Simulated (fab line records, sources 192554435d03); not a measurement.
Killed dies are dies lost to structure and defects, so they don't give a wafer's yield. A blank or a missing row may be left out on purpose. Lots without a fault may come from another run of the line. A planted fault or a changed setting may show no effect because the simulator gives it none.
A struck lot beside a sound one | flow n5_finfet | 37 steps out of a route of 1938
Sound: wafers L469.3, L469.4, L469.6. Struck: wafer L474.3. (L474.5 of the same lot was not struck and is left out.) The cause comes at the end.
At each step with rows: each side's tool, then ch and its chambers, then its first start. Under that, the readings that differ: sound wafers | struck wafers | difference of the means | sigmas: that difference in standard deviations of wafers without a fault.
alike: readings whose means differ by less than 2 such deviations, and words and numbers that are the same on both sides. not compared: withheld readings, readings that some wafer has no value for, bounds like >300 that may hide the same value, and numbers for which the record gives no deviation and whose values overlap.
The two part at a step that has a row with sigmas, a row that says differs or no value, or rows on one side only. Numbers that don't overlap but have no deviation are shown without sigmas and don't part them. A reading that every wafer of one side lacks parts them only if that side has two wafers or more.

first, 9 steps without rows for these wafers: N5_HKMG_FIN_SOFTBAKE_44 (time 60 s); N5_HKMG_FIN_EXPOSE_46 (exposes mask NDIPOLE); N5_HKMG_FIN_PEB_47 (peb time 60 s); N5_HKMG_FIN_DEVELOP_48 (develop time 30 s); N5_HKMG_FIN_DESCUM_53 (chemistry O2, time 7.9 s); N5_HKMG_FIN_ETCH_54 (etches SiARC in CF4, target depth 45.5 nm, time 75.8 s); N5_HKMG_FIN_ETCH_55 (etches SOC in N2/H2, target depth 240 nm, time 300 s); N5_HKMG_FIN_STRIP_56 (strips in N2/H2); N5_HKMG_FIN_STRIP_57 (strips in CF4).
N5_HKMG_FIN_ETCH_58: etches SOC in N2/H2, target depth 215.8 nm, time 741 s.
  sound on rie_diel-04 ch 0,1,2, day 4 22:16; struck on rie_diel-04 ch 2, day 6 02:52
  reading                                   | sound             | struck | difference | sigmas
  run_length_s (s)                          | 764.6 764.6 764.8 | 494.8  | -269.9     | -99 or more
  model.etch.depth_nm (nm)                  | 230.4 215.8 217.2 | 146.8  | -74.3      |
  model.HKMG_FIN.feature_depth_nm (nm)      | 230.4 215.8 217.2 | 146.8  | -74.3      |
  model.SOC_of_HKMG_FIN_COAT_41.thk_nm (nm) | 70 84.6 82.6      | 152.6  | +73.5      |
  alike: drypump_motor_current_A, oes_product_au, rf_vpp_V, showerhead_plenum_p_Torr, throttle_valve_pct
  not compared: rf_hours_counter_h
N5_HKMG_FIN_STRIP_93: strips SOC in N2/H2, time 20 s.
  sound on rie_diel-04 ch 0,1,2, day 4 22:41; struck on rie_diel-04 ch 2, day 6 03:17
  reading                                   | sound          | struck | difference | sigmas
  model.SOC_of_HKMG_FIN_COAT_41.thk_nm (nm) | 59.2 74.4 72.2 | 141.8  | +73.2      |
  alike: drypump_motor_current_A, oes_product_au, power_w, rf_vpp_V, showerhead_plenum_p_Torr, throttle_valve_pct
  not compared: rf_hours_counter_h
then, 24 steps without rows for these wafers: N5_HKMG_FIN_WET_ETCH_76 (etches Al2O3 in dNH4OH, stops on La2O3, target depth 2.25 nm, rinse time 30 s); N5_HKMG_FIN_STRIP_60 (strips in N2/H2, time 360 s); N5_HKMG_FIN_WET_ETCH_77 (etches La2O3 in dHCl, stops on HfO2, target depth 2 nm); N5_HKMG_FIN_WET_ETCH_78 (etches Al2O3 in dNH4OH, stops on La2O3, target depth 4.5 nm, rinse time 30 s); N5_HKMG_FIN_ALD_79 (deposits TiN, target thk 1.5 nm, pulse time 1 s, purge time 3 s); N5_HKMG_FIN_CVD_62 (deposits a-Si from Si2H6, target thk 3 nm, time 20.8 s); N5_HKMG_FIN_RTA_80 (time 2 s); N5_HKMG_FIN_PRECLEAN_64 (cleans in dHF, time 30 s); N5_HKMG_FIN_WET_ETCH_65 (etches a-Si in TMAH, stops on TiN, time 49 s, target depth 3 nm); N5_HKMG_FIN_WET_ETCH_81 (etches TiN in SC1, stops on HfO2, time 57 s, target depth 6 nm); N5_HKMG_FIN_WET_ETCH_82 (etches La2O3 in dHCl, stops on HfO2, target depth 2 nm, rinse time 30 s); N5_HKMG_FIN_ALD_36 (deposits TiN, target thk 1 nm, pulse time 1 s, purge time 3 s); N5_HKMG_FIN_PWFM_ALD_03 (deposits TiN, target thk 2 nm, pulse time 1 s, purge time 3 s); N5_HKMG_FIN_COAT_29 (time 60 s, resist thk 300 nm); N5_HKMG_FIN_COAT_30 (time 60 s, resist thk 35 nm); N5_HKMG_FIN_COAT_06 (resist thk 90 nm); N5_HKMG_FIN_EBR_08; N5_HKMG_FIN_SOFTBAKE_07 (time 60 s); N5_HKMG_FIN_EXPOSE_09 (exposes mask NWFM); N5_HKMG_FIN_PEB_10 (peb time 60 s); N5_HKMG_FIN_DEVELOP_11 (develop time 30 s); N5_HKMG_FIN_DESCUM_17 (chemistry O2, time 7.9 s); N5_HKMG_FIN_ETCH_31 (etches SiARC in CF4, target depth 45.5 nm, time 75.8 s); N5_HKMG_FIN_ETCH_32 (etches SOC in N2/H2, target depth 240 nm, time 300 s).
-- the record jumps here: 4 days lie between the struck wafers' starts before and after (it left off in module HKMG_FIN and takes up again in module BEOL_M4, whose first step shown is number 1111 of the route) --
N5_BEOL_M4_RC_MEAS_101:
  sound on prober-02 ch 0, day 8 13:31; struck on prober-01 ch 0, day 9 17:28
  reading             | sound                   | struck   | difference | sigmas
  IOFF_N (nA/um)      | 0.10 0.14 0.12          | 21.60    | +21.48     | +99 or more
  IOFF_N_85C (nA/um)  | 2.0 2.8 2.4             | 192.4    | +190.0     | +99 or more
  IOFF_N_LIN (nA/um)  | 0.048 0.064 0.057       | 9.590    | +9.534     | +99 or more
  IOFF_N_LONG (nA/um) | 5.1e-05 5.2e-05 5.2e-05 | 0.006307 | +0.006255  | +99 or more
  ION_N (uA/um)       | 660 668 673             | 863      | +196       | +12
  VT_N (mV)           | 258 251 253             | 112      | -142       | -33
  VT_N_LONG (mV)      | 275.2 274.3 275.6       | 137.2    | -137.8     | -73
  VT_P_LVT (mV)       | -104 -100 -103          | -126     | -24        | -6
  alike: DIBL_N, DIBL_P, IOFF_P, ION_P, SS_N, SS_P, VT_P
-- the record jumps here: 4 days lie between the struck wafers' starts before and after (it left off in module BEOL_M4 and takes up again in module PASSIVATION, whose first step shown is number 1936 of the route) --
N5_PASSIVATION_PROBE_49:
  the record has rows for the struck wafers here (prober-01, day 13 19:47) and none for the sound ones

WHERE THEY PART
First at N5_HKMG_FIN_ETCH_58; last, within this record, at N5_PASSIVATION_PROBE_49.

WHY: what the simulator had put in
Process parameter drift: rie_diel-04, from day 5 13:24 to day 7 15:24, at N5_HKMG_FIN_ETCH_58. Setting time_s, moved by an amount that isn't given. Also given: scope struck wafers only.
